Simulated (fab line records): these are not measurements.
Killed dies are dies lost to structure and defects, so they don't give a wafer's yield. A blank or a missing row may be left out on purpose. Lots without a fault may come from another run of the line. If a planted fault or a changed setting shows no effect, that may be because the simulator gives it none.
Comparing a struck lot with a sound one    flow nand_harc    22 out of 1302 route steps
Sound: the wafers L595.1, L595.4, L595.6. Wafers L602.1, L602.2, L602.5 were the ones struck. The cause is named last.
Order at every step that has rows: each side's tool, ch and its chambers, its first start. Under that, the readings that differ: sound wafers    struck wafers    difference of the means    sigmas: that difference in standard deviations of wafers without a fault.
alike: readings with means less than 2 such deviations apart, plus words and numbers identical on both sides. not compared: withheld readings, readings lacking a value on some wafer, bounds such as >300 that could conceal the same value, and numbers that have no deviation in the record and whose values overlap.
Wherever a step has rows on one side only, a row that says differs or no value, or a row with sigmas, the two part there. When numbers do not overlap yet have no deviation, they are printed without sigmas and do not part them. A reading that every wafer of one side lacks parts them only if that side has two wafers or more.

NHARC_P_CONTACT_CVD_23: deposits W, target thk 200 nm, time 557 s.
  sound: cvd_w-02 ch 0,1; struck: cvd_w-01 ch 0,1
  alike: heater_power_w, mfc_ar_sccm, throttle_valve_pct
NHARC_P_CONTACT_CMP_24: polishes, t overpolish 30 s, target thk 200 nm.
  sound on cmp-03 ch 0,2, day 10 14:59; struck on cmp-01 ch 0,1, day 13 04:44
  alike: motor_current_A, overpolish_run_s, time_to_endpoint_s
next, for these wafers, 1 step has no rows: NHARC_P_CONTACT_SRD_26.
NHARC_P_CONTACT_INSPECT_27:
  sound on defect_inspect-01 at day 10 15:22; struck on defect_inspect-02 at day 13 05:07
  alike: raw_defect_count
then, 7 steps without rows for these wafers: NHARC_P_M0_DEP_00 (deposits SiOC, target thk 150 nm); NHARC_P_M0_DEHYDRATE_01 (time 120 s); NHARC_P_M0_HMDS_02 (time 30 s); NHARC_P_M0_COAT_33 (time 65 s); NHARC_P_M0_COAT_03 (resist thk 90 nm); NHARC_P_M0_SOFTBAKE_04 (time 55 s); NHARC_P_M0_EBR_05.
NHARC_P_M0_EXPOSE_06: exposes mask P M0, target cd 90 nm.
  sound on arfi_scanner-01 ch 0, day 10 16:09; struck on arfi_scanner-01 ch 0, day 13 05:45
reading               sound              struck             difference  sigmas
exposure_dose_mJ_cm2  81.15 81.32 81.24  89.33 89.24 89.33  +8.06       +93
  alike: mask
then, 2 steps without rows for these wafers: NHARC_P_M0_PEB_07 (peb time 65 s); NHARC_P_M0_DEVELOP_08 (develop time 35 s).
NHARC_P_M0_CD_MEAS_09 targets a cd of 90 nm.
  sound on cd_sem-03 ch 0, day 10 16:17; struck on cd_sem-03 ch 0, day 13 05:53
reading     sound           struck          difference  sigmas
cd_nm (nm)  90.3 89.5 90.8  95.5 95.9 96.1  +5.6        +10
NHARC_P_M0_OVL_MEAS_10: pitch 180 nm.
  sound on overlay-02 at day 10 16:23; struck on overlay-01 at day 13 05:59
  alike: overlay_x_nm, overlay_y_nm
NHARC_P_M0_INSPECT_11:
  sound on defect_inspect-01 at day 10 16:25; struck on defect_inspect-02 at day 13 06:01
reading           sound  struck    difference  sigmas
raw_defect_count  8 7 4  10 19 13  +8          +3
NHARC_P_M0_DESCUM_14: chemistry O2, time 3 s.
  sound on rie_diel-06 ch 1,2, day 10 16:29; struck on rie_diel-12 ch 0,1,3, day 13 06:04
reading                sound              struck            difference  sigmas
model.P_M0.cd_nm (nm)  89.97 89.83 90.49  96.09 95.56 95.5  +5.62       
  alike: drypump_motor_current_A, mfc_ar_sccm, oes_product_au, rf_vpp_V, showerhead_plenum_p_Torr, throttle_valve_pct
  not compared: rf_hours_counter_h
NHARC_P_M0_ETCH_34: etches the open film in N2/H2, target depth 40 nm, overetch 12 nm, time 43.94 s.
  sound on rie_diel-06 ch 0,1,3, day 10 16:34; struck on rie_diel-12 ch 1,3, day 13 06:10
  alike: drypump_motor_current_A, mfc_ar_sccm, oes_product_au, rf_vpp_V, showerhead_plenum_p_Torr, throttle_valve_pct
  not compared: rf_hours_counter_h
NHARC_P_M0_ETCH_15: etches the open film in C4F8/Ar, target depth 150 nm, overetch 15 nm, time 82.5 s.
  sound: rie_diel-06 ch 1,2; struck: rie_diel-12 ch 0,2
reading                sound              struck            difference  sigmas
model.P_M0.cd_nm (nm)  89.98 89.62 90.79  96.47 95.34 95.5  +5.64       
  alike: oes_product_au, rf_vpp_V
  not compared: rf_hours_counter_h
NHARC_P_M0_CD_MEAS_16:
  sound on cd_sem-01 at day 10 16:47; struck on cd_sem-03 at day 13 06:22
reading     sound           struck          difference  sigmas
cd_nm (nm)  90.2 89.4 90.7  96.5 95.4 95.5  +5.7        +7
-- break in the record here, with 18 days between the starts of the struck wafers on either side (left off in module P_M0, picked up again in module END, where the first step shown is number 1302 on the route) --
NHARC_END_SORT_01:
  only the struck wafers appear in the record here, on prober-01 ch 0 at day 31 15:29; the sound ones have no rows

WHERE THEY PART
Last at NHARC_END_SORT_01 as far as this record goes, first at NHARC_P_M0_EXPOSE_06.

WHY: what had been put in by the simulator
Drift in process parameters on arfi_scanner-01 at NHARC_P_M0_EXPOSE_06, starting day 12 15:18. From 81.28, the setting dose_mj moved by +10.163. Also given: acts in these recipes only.
